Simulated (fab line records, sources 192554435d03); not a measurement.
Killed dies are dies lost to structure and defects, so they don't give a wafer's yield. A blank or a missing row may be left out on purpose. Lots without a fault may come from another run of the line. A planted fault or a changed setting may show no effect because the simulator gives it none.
fab line records | flow n5_finfet
record lots=4 wafers=12 last_day=17
route steps=1938 shown BEOL_M14@1761 BEOL_M15@1773 PASSIVATION@1936
lots that met no fault: from a run of the same line without faults
start_h: hours from the record's first day to the start of the lot's first wafer shown | wait_h: hours since the lot's step before | " the same as in the row above | L1.1+2: a row that stands for several wafers | - no value, or no start given | * or withheld: withheld | < > ~ a bound
route shown NAME@n: a module of which the file shows steps, and the number in the route of the first | usual: mean/standard deviation of fault-free wafers | same: alike in all rows | chamber/n: place in a boat | sites: the reading at each site | _std_site: their standard deviation | _edge_site: outer sites' mean less inner sites' | radius_mm: how far each site lies from the wafer's centre | mask NAME#n: copy n | behind: the tool/chamber that last shaped the wafer | hold: why the lot was held/for how many hours/how that ended | device: the transistor (n, p or np) that didn't switch | end of line: the same wafers' tests at the end of the route | a step without rows: its recipe alone | killed: dies lost to structure and defects at the first sort, not the wafer's yield | map: a wafer's dies, x killed, . not, _ none there
set.NAME: the setting as run; set.NAME@STEP: as run at that earlier step | model.NAME: the simulator's own value behind a step, which no gauge read
lots at some steps of the route; a table a step, a row a wafer
services: from which hour (start_h, from the record's first day; less than 0 if before it) a tool's chamber was out of use, for how many hours, and why
## steps
# step N5_BEOL_M14_PRE_CLEAN_42
# recipe gas=H2/He time_s=30 temp_c=300
# step N5_BEOL_M14_SPUTTER_43
# recipe material=TaN target_thk_a=150 temp_c=50 bias_v=168.6 power_w=15000 chamber_pressure_pa=0.12 time_s=24.19
# step N5_BEOL_M14_SPUTTER_44
# recipe material=Ta target_thk_a=150 temp_c=50 bias_v=80 power_w=15000 chamber_pressure_pa=0.07 time_s=24.19
# step N5_BEOL_M14_SPUTTER_45
# recipe material=Cu target_thk_a=1000 temp_c=-20 bias_v=60 power_w=26000 chamber_pressure_pa=0.13 time_s=16.67
# step N5_BEOL_M14_ECD_47
# recipe material=Cu target_thk_a=12480
# step N5_BEOL_M14_ANNEAL_48
# recipe temp_c=225 time_s=90 ambient=N2
# step N5_BEOL_M14_CMP_49
# recipe stop_on=SiO2 t_overpolish_s=5.2 down_force_psi=2 platen_rpm=80 clearing_platen_down_force_psi=2 clearing_platen_rpm=80 post_cmp_clean=cu_alkaline target_thk_nm=560 clearing_platen_pad_velocity_m_s=1.5917 pad_velocity_m_s=1.5917
# step N5_BEOL_M14_PRE_CLEAN_52
# recipe gas=NH3 time_s=15 temp_c=withheld rf_power_w=300
# step N5_BEOL_M14_DEP_53
# recipe material=SiCN target_thk_a=500 temp_c=withheld precursor=3MS/NH3 pressure_torr=3 rf_w=675 time_s=17.8
# step N5_BEOL_M15_ILD_DEP_00
# recipe material=SiO2 target_thk_a=16293 temp_c=400 precursor=TEOS/O2 pressure_torr=6.5 rf_w=900 teos_flow_sccm=161.4 gas=O2 flow_sccm=2650 time_s=346.1
# usual heater_power_w=479/84 showerhead_plenum_p_Torr=8.36/0.046 susceptor_temp_C=400.02/0.19 throttle_valve_pct=18.5/0.85
# columns lot.wafer tool chamber start_h wait_h heater_power_w showerhead_plenum_p_Torr since_wet_clean_h susceptor_temp_C throttle_valve_pct model.SiO2_of_BEOL_M15_ILD_DEP_00.thk_nm
L856.1 pecvd-03 0 256.57 0.0 609 8.42 1142 399.88 18.4 1627
L856.2 " 1 " " 481 8.30 1867 399.93 19.4 1608
L856.5 " 2 " " 362 8.36 - 400.02 18.1 1656
L857.3 pecvd-03 1 274.03 0.1 374 8.29 - 400.06 19.6 1632
L857.5 " 2 " " 297 8.35 - 385.56 18.0 1809
L857.6 " 1 " " 472 8.30 - 400.15 19.6 1628
L859.2 pecvd-03 1 283.94 0.0 471 8.30 1894 399.78 19.6 1628
L859.3 " 2 " " 415 8.34 - 385.06 18.1 1801
L859.5 " 2 " " 302 8.36 - 384.93 18.0 1814
L875.3 pecvd-03 0 373.33 0.0 494 8.43 1259 400.30 18.6 1620
L875.5 " 0 " " 581 8.39 - 400.00 18.5 1642
L875.6 " 1 " " 499 8.30 - 399.98 19.2 1641
# step N5_BEOL_M15_THK_MEAS_01
# recipe reads=SiO2_of_BEOL_M15_ILD_DEP_00
# usual M15_ILD_THK=1634/22
# columns lot.wafer tool chamber start_h wait_h M15_ILD_THK[nm]
L856.1 film_metro-01 - 256.82 0.1 1628
L856.2 " - " " 1607
L856.5 " - " " 1656
L857.3 film_metro-02 - 274.28 0.1 1632
L857.5 " - " " 1809
L857.6 " - " " 1629
L859.2 film_metro-02 - 284.30 0.3 1628
L859.3 " - " " 1800
L859.5 " - " " 1812
L875.3 film_metro-02 - 373.58 0.1 1620
L875.5 " - " " 1641
L875.6 " - " " 1640
# step N5_BEOL_M15_COAT_58
# recipe resist=BARC temp_c=205 time_s=60 spin_rpm=1500 resist_thk_nm=89
# step N5_BEOL_M15_COAT_04
# recipe spin_rpm=1704 resist_thk_nm=800
# step N5_BEOL_M15_EBR_06
# recipe solvent=PGMEA ebr_width_mm=1.5
# step N5_BEOL_M15_SOFTBAKE_05
# recipe temp_c=130 time_s=60
# step N5_BEOL_M15_EXPOSE_07
# recipe mask_id=V14 na=0.8 source_shape=annular sigma_inner=0.5 sigma_outer=0.8 polarization=unpolarized attpsm_phase_deg=180 dose_mj=41.25
# step N5_BEOL_M15_PEB_08
# recipe peb_temp_c=130 peb_time_s=90
# step N5_BEOL_M15_DEVELOP_09
# recipe develop_time_s=45 rinse_liquid=diw dry=air_spin dev_temp_c=21
# step N5_BEOL_M15_HARDBAKE_14
# recipe temp_c=130 time_s=120
# step N5_BEOL_M15_DESCUM_15
# recipe chemistry=O2 time_s=7.9 source_power_w=50 bias_power_w=20 pressure_mtorr=20 rf_frequency_hz=2.712e+07 temp_c=40 o2_flow_sccm=225
# step N5_BEOL_M15_ETCH_59
# recipe chemistry=N2/H2 target=BARC target_depth_a=890 overetch_a=267 time_s=67.9 ion_energy_ev=200 pressure_mtorr=30 source_w=840 bias_w=150 n2_flow_sccm=200 h2_flow_sccm=200
# step N5_BEOL_M15_VIA_ETCH_16
# recipe chemistry=C4F8/O2/Ar target=SiO2 he_inner_torr=15 he_outer_torr=30 target_depth_a=17922 time_s=withheld ion_energy_ev=800 pressure_mtorr=20 source_w=1905 bias_w=2040 Ar_flow_sccm=400 C4F8_flow_sccm=16 O2_flow_sccm=12 ends=cleared
# usual O2_flow_sccm=12.00/0.035 drypump_motor_current_A=5.6/0.34 mfc_ar_sccm=399.9/1.1 oes_product_au=0.73/0.069 rf_vpp_V=2212/27 showerhead_plenum_p_Torr=3.46/0.12 throttle_valve_pct=30.7/0.34
# columns lot.wafer tool chamber start_h wait_h O2_flow_sccm drypump_motor_current_A mfc_ar_sccm oes_product_au rf_vpp_V showerhead_plenum_p_Torr throttle_valve_pct model.etch.depth_nm model.coat_of_BEOL_M15_COAT_04.thk_nm
L856.1 rie_diel-06 2 257.30 0.0 11.98 5.2 400.1 0.62 2199 3.42 31.3 1627 337
L856.2 " 1 " " 12.02 5.9 398.9 0.76 2226 3.46 30.3 1608 344
L856.5 " 2 " " 12.01 5.2 399.6 0.62 2198 3.42 31.3 1656 331.2
L857.3 rie_diel-03 1 274.81 0.0 12.01 6.0 398.7 0.70 2209 3.58 30.3 1632 330.4
L857.5 " 0 " " 11.99 5.3 399.9 0.73 2221 3.64 30.8 1809 282.4
L857.6 " 1 " " 12.01 6.0 399.5 0.70 2211 3.58 30.3 1628 329.8
L859.2 rie_diel-03 0 284.80 0.0 12.03 5.3 398.4 0.71 2222 3.64 30.8 1628 329.4
L859.3 " 2 " " 11.99 5.2 399.5 0.64 2194 3.26 30.2 1801 300.8
L859.5 " 1 " " 11.96 6.0 401.4 0.69 2209 3.57 30.3 1814 290
L875.3 rie_diel-03 1 374.23 0.0 12.00 6.0 399.6 0.67 2209 3.56 30.3 1620 332
L875.5 " 0 " " 12.01 5.2 399.0 0.69 2218 3.62 30.8 1642 325
L875.6 " 3 " " 12.02 5.9 401.1 0.80 2229 3.50 31.2 1641 325.4
# step N5_BEOL_M15_STRIP_63
# recipe chemistry=O2 power_w=600 temp_c=60 pressure_mtorr=30 rf_frequency_hz=6e+07 bias_power_w=0 overash_fraction=0.3 o2_flow_sccm=225
# step N5_BEOL_M15_STRIP_64
# recipe chemistry=O2 power_w=600 temp_c=60 pressure_mtorr=30 rf_frequency_hz=6e+07 bias_power_w=0 overash_fraction=0.3 o2_flow_sccm=225
# step N5_BEOL_M15_STRIP_65
# recipe chemistry=post_etch_residue_remover time_s=60 temp_c=25 remover_ph=withheld remover_water_wt_pct=withheld remover_fluoride_wt_pct=withheld
# step N5_BEOL_M15_SRD_66
# recipe time_s=30 temp_c=23 rinse_liquid=diw dry=n2_spin spin_rpm=1500 dry_time_s=30
# step N5_BEOL_M15_COAT_56
# recipe resist=SOC temp_c=250 time_s=60 spin_rpm=1500 resist_thk_nm=550
# step N5_BEOL_M15_ETCH_57
# recipe chemistry=N2/H2 target=SOC source_w=3000 bias_w=350 time_s=750 ion_energy_ev=200 pressure_mtorr=30 n2_flow_sccm=200 h2_flow_sccm=200
# step N5_BEOL_M15_COAT_60
# recipe resist=BARC temp_c=205 time_s=60 spin_rpm=1500 resist_thk_nm=89
# step N5_BEOL_M15_COAT_22
# recipe spin_rpm=1704 resist_thk_nm=800
# step N5_BEOL_M15_EBR_24
# recipe solvent=PGMEA ebr_width_mm=1.5
# step N5_BEOL_M15_SOFTBAKE_23
# recipe temp_c=130 time_s=60
# step N5_BEOL_M15_EXPOSE_25
# recipe mask_id=M15 na=0.8 source_shape=annular sigma_inner=0.5 sigma_outer=0.8 polarization=unpolarized target_cd_nm=400 dose_mj=35.5
# step N5_BEOL_M15_PEB_26
# recipe peb_temp_c=130 peb_time_s=90
# step N5_BEOL_M15_DEVELOP_27
# recipe develop_time_s=45 rinse_liquid=diw dry=air_spin dev_temp_c=21
# step N5_BEOL_M15_CMP_49
# recipe stop_on=SiO2 t_overpolish_s=4.9 down_force_psi=2 platen_rpm=80 clearing_platen_down_force_psi=2 clearing_platen_rpm=80 post_cmp_clean=cu_alkaline target_thk_nm=850 clearing_platen_pad_velocity_m_s=1.5917 pad_velocity_m_s=1.5917
# usual motor_current_A=8.2/0.91
# columns lot.wafer tool chamber start_h wait_h motor_current_A model.SiO2_of_BEOL_M15_ILD_DEP_00.thk_nm
L856.1 cmp-03 1 267.95 0.3 9.1 1546
L856.2 " 3 " " 9.7 1529
L856.5 " 1 " " 8.7 1578
L857.3 cmp-04 2 278.63 0.3 7.3 1552
L857.6 " 0 " " 7.1 1549
L857.5 " 1 " " 8.5 1731
L859.2 cmp-04 0 289.11 0.2 7.3 1550
L859.3 " 3 " " 7.4 1723
L859.5 " 0 " " 7.3 1736
L875.3 cmp-03 2 381.17 0.3 9.9 1540
L875.5 " 3 " " 9.6 1563
L875.6 " 0 " " 7.1 1563
# step N5_PASSIVATION_PROBE_49
# usual defect_limited_yield=91.7/1.5 killed_at_M0_to_M3=32/9.6 killed_at_M4_up=13/5.3 killed_at_contacts=12/6.8 killed_at_front_end=36/9.8 killed_at_other=4/3.1 killed_dies=98/17 killed_open=65/13 killed_short=32/8.5 sort_bin_4_leakage=0.00/0.007 sort_bin_5_function=4.9/0.93 sort_bin_6_memory=3.2/0.67 sort_bin_8_speed=0.00/0.02 sort_n_pass=1082/17 sort_yield_pct=91.7/1.4
# same gross_dies=1180 killed_at_back_side=0
# columns lot.wafer tool chamber start_h wait_h defect_limited_yield[%] killed_at_M0_to_M3 killed_at_M4_up killed_at_contacts killed_at_front_end killed_at_other killed_dies killed_open killed_short sort_bin_4_leakage[%] sort_bin_5_function[%] sort_bin_6_memory[%] sort_bin_8_speed[%] sort_n_pass sort_yield_pct[%]
L857.5 prober-01 - 293.35 0.2 91.7 36 13 16 31 2 98 65 31 0 5.1 3.0 0 1082 91.7
# killed by level:class
L857.5 MOL_CONTACT_COAG:geometric_particle:open=13 BEOL_M2:geometric_particle:open=9 FIN_SAQP:geometric_particle:open=8 BEOL_M4:geometric_particle:open=8 FIN_SAQP:geometric_particle:short=6 BEOL_M3:geometric_particle:short=5 BEOL_M3:geometric_particle:open=5 STARTING-WAFER:geometric_particle:open=5
## services
# columns tool chamber start_h hours kind
rie_diel-06 3 248.87 4.0 repair
cmp-04 - 259.58 2.5 repair
cmp-03 - 262.06 3.9 pm
pecvd-03 0 271.09 16.5 scheduled_down
rie_diel-06 2 303.58 - clean
rie_diel-06 2 303.58 - consumable_replace:focus_ring
rie_diel-06 2 303.58 16.4 scheduled_down
rie_diel-06 2 303.58 16.4 vent_cycle
cmp-03 - 347.41 1.0 repair
rie_diel-06 - 363.32 2.8 pm
rie_diel-03 - 366.81 2.8 pm
pecvd-03 0 379.52 2.1 scheduled_down
## key
first_sign step=N5_BEOL_M15_ILD_DEP_00 reading=susceptor_temp_C direction=down sigmas=77 usual=* struck=*
effect step=N5_BEOL_M15_THK_MEAS_01 reading=M15_ILD_THK direction=up sigmas=7.8 usual=1634 struck=1807
model_effect step=N5_BEOL_M15_ILD_DEP_00 value=SiO2_of_BEOL_M15_ILD_DEP_00.thk_nm without=1651 struck=1808
model_effect step=N5_BEOL_M15_VIA_ETCH_16 value=etch.depth_nm without=1651 struck=1808
model_effect step=N5_BEOL_M15_CMP_49 value=SiO2_of_BEOL_M15_ILD_DEP_00.thk_nm without=1573 struck=1730
met_at N5_BEOL_M15_ILD_DEP_00
struck_wafers L857.5,L859.3,L859.5
onset_between 256.57 274.03
fault kind=process_parameter_drift tool=pecvd-03 chamber=2 onset_h=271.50 steps=N5_BEOL_M15_ILD_DEP_00 channel=temp_c offset=* shape=step end_h=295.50 acts_in=* stated=*
